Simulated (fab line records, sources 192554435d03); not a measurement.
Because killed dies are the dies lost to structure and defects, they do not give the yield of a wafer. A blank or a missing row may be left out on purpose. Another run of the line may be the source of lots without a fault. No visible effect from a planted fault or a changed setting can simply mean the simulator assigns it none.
The tool behind it: which one? :: flow n5_finfet :: route of 1938 steps, sampled at 1 step: 24 lots, 72 wafers

== WHAT THE GAUGES READ, wafer by wafer ==
N5_BEOL_M2_OVL_MEAS_12. Usual: M2_OVL gives -0.4 nm (standard deviation 0.71).
lot: L075
measured: day 6 20:30
on: overlay-02
M2_OVL (nm): -0.1 -1.3 -1.2
flag: 

lot: L076
measured: day 7 04:43
on: overlay-01
M2_OVL (nm): 0.4 -2.3 -0.6
flag: 

lot: L077
measured: day 7 08:16
on: overlay-01
M2_OVL (nm): 0.5 0.1 0.5
flag: 

lot: L074
measured: day 7 18:37
on: overlay-02
M2_OVL (nm): -0.2 0.7 0.7
flag: 

lot: L079
measured: day 7 19:51
on: overlay-01
M2_OVL (nm): -0.2 -0.2 -0.1
flag: 

lot: L078
measured: day 7 20:28
on: overlay-02
M2_OVL (nm): 0.4 0.5 -0.7
flag: 

lot: L080
measured: day 7 21:40
on: overlay-01
M2_OVL (nm): 0.0 0.2 -0.6
flag: 

lot: L081
measured: day 8 03:29
on: overlay-01
M2_OVL (nm): 0.4 -1.4 -0.5
flag: 

lot: L082
measured: day 8 14:07
on: overlay-02
M2_OVL (nm): -0.1 -0.2 -0.3
flag: 

lot: L083
measured: day 9 01:52
on: overlay-02
M2_OVL (nm): 0.3 0.6 -1.2
flag: 

lot: L084
measured: day 9 09:49
on: overlay-02
M2_OVL (nm): 0.7 0.1 0.6
flag: 

lot: L085
measured: day 9 11:57
on: overlay-01
M2_OVL (nm): -0.7 0.1 0.5
flag: 

lot: L086
measured: day 9 23:17
on: overlay-01
M2_OVL (nm): -1.0 -1.1 -1.6
flag: 

lot: L087
measured: day 10 04:37
on: overlay-01
M2_OVL (nm): 0.8 0.4 1.0
flag: 

lot: L088
measured: day 10 07:07
on: overlay-02
M2_OVL (nm): -1.4 0.2 -1.3
flag: 

lot: L089
measured: day 10 07:24
on: overlay-02
M2_OVL (nm): -1.2 -1.3 -1.2
flag: 

lot: L090
measured: day 10 11:58
on: overlay-02
M2_OVL (nm): -1.7 -0.6 -0.5
flag: 

lot: L091
measured: day 10 17:28
on: overlay-01
M2_OVL (nm): -1.5 -0.8 -0.9
flag: 

lot: L092
measured: day 11 01:36
on: overlay-01
M2_OVL (nm): 0.0 0.4 -0.1
flag: 

lot: L093
measured: day 11 06:07
on: overlay-02
M2_OVL (nm): -1.2 -0.8 -0.6
flag: 

lot: L094
measured: day 11 10:04
on: overlay-02
M2_OVL (nm): -0.2 -0.3 0.0
flag: 

lot: L096
measured: day 11 22:38
on: overlay-01
M2_OVL (nm): -0.1 -0.1 -0.9
flag: 

lot: L095
measured: day 12 01:33
on: overlay-01
M2_OVL (nm): 0.1 1.5 -0.1
flag: 

lot: L097
measured: day 12 05:31
on: overlay-02
M2_OVL (nm): -1.4 -0.6 -0.2
flag: 

== EACH LOT AND THE TOOL THAT RAN IT (in order: tool; ch and the chambers of the sampled wafers; start) ==
There is no process step in the record ahead of these readings.

== AS READ BY THE TOOLS THEMSELVES (means over the sampled wafers that have a number; for cases with no such wafer, the mark the record gives instead) ==
The record holds no such reading with a usual standard deviation.

== THE ANSWER, worked out from the rows above alone ==
Rule: take the mean of a lot's wafers that have a number; if it is more than 3 standard deviations from the usual mean, the lot is off. A lot without any number at a reading at which 4 lots or more have one is off too. The other lots that the step has rows for count as sound. After the gauges, taken in route order, come the tools' own readings; for these a lot's mean is taken, as printed above. At the first step where some lot is off, the reading lying furthest off is the one used; lots without a number count as furthest.
No lot is off on any of the readings shown, so nothing can be concluded from this.

== WHAT THE SIMULATOR HAD PUT IN ==
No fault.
